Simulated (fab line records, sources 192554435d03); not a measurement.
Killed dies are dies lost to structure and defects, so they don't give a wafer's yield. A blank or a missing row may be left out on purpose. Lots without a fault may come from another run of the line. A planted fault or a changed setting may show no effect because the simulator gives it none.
Chamber matching | flow n5_finfet | N5_BEOL_M8_CMP_52 on cmp-03: 4 sister chambers
The step polishes, stops on SiCOH lowk, t overpolish 6.9 s, target thk 80 nm. 8 wafers are shown with their chamber, then 9 later ones without.

WAFERS WITH THEIR CHAMBER
wafer  | chamber | motor_current_A (A) | time_to_endpoint_s (s)
L075.2 | 1       | 6.6                 | 66
L081.4 | 1       | 6.2                 | 68
L085.1 | 0       | 5.4                 | 67
L085.2 | 3       | 5.2                 | 69
L085.6 | 2       | 6.0                 | 61
L086.2 | 0       | 5.8                 | 71
L086.3 | 2       | 5.9                 | 63
L086.4 | 3       | 5.4                 | 68

WAFERS WITHOUT THEIR CHAMBER
wafer  | motor_current_A (A) | time_to_endpoint_s (s)
L089.2 | 6.4                 | 67
L089.4 | 5.9                 | 67
L089.5 | 5.8                 | 58
L094.2 | 6.2                 | 67
L094.3 | 5.4                 | 64
L094.4 | 5.6                 | 68
L097.2 | 6.2                 | 56
L097.4 | 5.4                 | 60
L097.6 | 5.3                 | 61

WHICH CHAMBER EACH WENT THROUGH
wafer  | from the rows above               | in truth
L089.2 | 1                                 | 1
L089.4 | can't be placed: 0 or 1 or 2 or 3 | 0
L089.5 | 2                                 | 2
L094.2 | 1                                 | 1
L094.3 | can't be placed: 3 or 2 or 0      | 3
L094.4 | can't be placed: 0 or 3           | 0
L097.2 | 2                                 | 2
L097.4 | 2                                 | 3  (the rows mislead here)
L097.6 | can't be placed: 2 or 3 or 0      | 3
Placed correctly: 4 of 9. Can't be placed from these rows: 4 (the true chamber is among the candidates in 4). Placed wrongly: 1.
How it was worked out, from the rows above alone: a wafer's distance from a chamber is the root of the sum, over the readings, of the square of ((its reading less the chamber's mean) divided by the reading's scatter). The wafer belongs to the nearest chamber; if the next one is less than 2 further off, it can't be placed. A chamber's mean is the mean of its shown wafers. The scatter: the root of (the sum of the squares of (reading less its chamber's mean) over the shown wafers, divided by (wafers less chambers)).
